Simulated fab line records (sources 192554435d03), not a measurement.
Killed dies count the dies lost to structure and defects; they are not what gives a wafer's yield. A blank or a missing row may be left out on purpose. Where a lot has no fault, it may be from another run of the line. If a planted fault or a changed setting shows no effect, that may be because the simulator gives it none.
Matching of chambers ; flow n5 finfet ; 4 sister chambers for N5_BEOL_M2_STRIP_19 on rie diel-04
The step strips in O2. 8 wafers are shown with their chamber, then 10 later ones without.

## EACH WAFER AND ITS CHAMBER
wafer;chamber;showerhead plenum p Torr (Torr);drypump motor current A (A)
L076.5;1;2.16;5.9
L076.6;0;2.01;5.9
L079.5;2;2.10;6.0
L080.1;3;2.03;5.2
L080.4;2;2.10;6.0
L080.5;3;2.03;5.1
L087.2;1;2.15;5.9
L087.4;0;2.00;6.0

## WAFERS WITH NO CHAMBER GIVEN
wafer;showerhead plenum p Torr (Torr);drypump motor current A (A)
L087.6;2.09;6.0
L093.2;2.09;6.0
L093.5;2.09;6.0
L093.6;2.02;5.1
L094.2;1.99;6.0
L094.4;2.09;6.0
L094.5;2.02;5.1
L096.3;2.08;6.0
L096.5;2.08;6.0
L096.6;2.14;5.8

## CHAMBER TAKEN BY EACH
wafer;from the rows above;in truth
L087.6;2;2
L093.2;2;2
L093.5;2;2
L093.6;3;3
L094.2;0;0
L094.4;2;2
L094.5;3;3
L096.3;2;2
L096.5;2;2
L096.6;1;1
Correct placement for 10 of the 10. From these rows, 0 cannot be placed. Placed wrongly: 0.
How it was worked out, from the rows above alone: a wafer's distance from a chamber is the root of the sum, over the readings, of the square of ((its reading less the chamber's mean) divided by the reading's scatter). The wafer belongs to the nearest chamber; if the next one is less than 2 further off, it can't be placed. For every chamber, the mean is computed from those of its wafers that are shown. The scatter: take each reading less its chamber's mean, square it, sum over the shown wafers, divide by the number of wafers less the number of chambers, and take the root.
